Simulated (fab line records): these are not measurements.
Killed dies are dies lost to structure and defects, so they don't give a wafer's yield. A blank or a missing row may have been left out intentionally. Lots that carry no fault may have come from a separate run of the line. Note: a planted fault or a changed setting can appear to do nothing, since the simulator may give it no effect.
Chamber matching :: flow n5Finfet :: N5_BEOL_M13_DEP_53 on pecvd-04: 3 sister chambers
The step deposits SiCN from 3MS/NH3, target thk 50 nm, time 17.8 s. 3 wafers are shown with their chamber, then 9 later ones without.

== WAFERS, EACH WITH ITS CHAMBER ==
wafer: L087.3
chamber: 1
throttleValvePct (%): 19.3

wafer: L092.3
chamber: 2
throttleValvePct (%): 17.8

wafer: L092.4
chamber: 0
throttleValvePct (%): 17.7

== WAFERS WHOSE CHAMBER IS MISSING ==
wafer: L095.1
throttleValvePct (%): 18.1

wafer: L095.2
throttleValvePct (%): 17.6

wafer: L095.4
throttleValvePct (%): 17.6

wafer: L096.4
throttleValvePct (%): 17.7

wafer: L096.5
throttleValvePct (%): 18.2

wafer: L096.6
throttleValvePct (%): 17.7

wafer: L097.2
throttleValvePct (%): 18.2

wafer: L097.4
throttleValvePct (%): 17.8

wafer: L097.5
throttleValvePct (%): 18.1

== THE CHAMBER EACH PASSED THROUGH ==
wafer: L095.1
from the rows above: can't be placed: 2 or 0
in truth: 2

wafer: L095.2
from the rows above: can't be placed: 0 or 2
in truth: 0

wafer: L095.4
from the rows above: can't be placed: 0 or 2
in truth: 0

wafer: L096.4
from the rows above: can't be placed: 0 or 2
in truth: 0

wafer: L096.5
from the rows above: can't be placed: 2 or 0
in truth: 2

wafer: L096.6
from the rows above: can't be placed: 0 or 2
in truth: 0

wafer: L097.2
from the rows above: can't be placed: 2 or 0
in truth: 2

wafer: L097.4
from the rows above: can't be placed: 2 or 0
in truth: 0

wafer: L097.5
from the rows above: can't be placed: 2 or 0
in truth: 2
Correct placement for 0 of the 9. From these rows, 9 cannot be placed; in 9 the true chamber is one of the candidates. Wrongly placed: 0.
How it was worked out, from the rows above alone: a wafer's distance from a chamber is the root of the sum, over the readings, of the square of ((its reading less the chamber's mean) divided by the reading's scatter). The wafer belongs to the nearest chamber; if the next one is less than 2 further off, it can't be placed. A chamber's mean is the mean of its shown wafers. The scatter: with one shown wafer a chamber, the root of the mean of the squares of how far each hidden wafer lies from its nearest shown one.
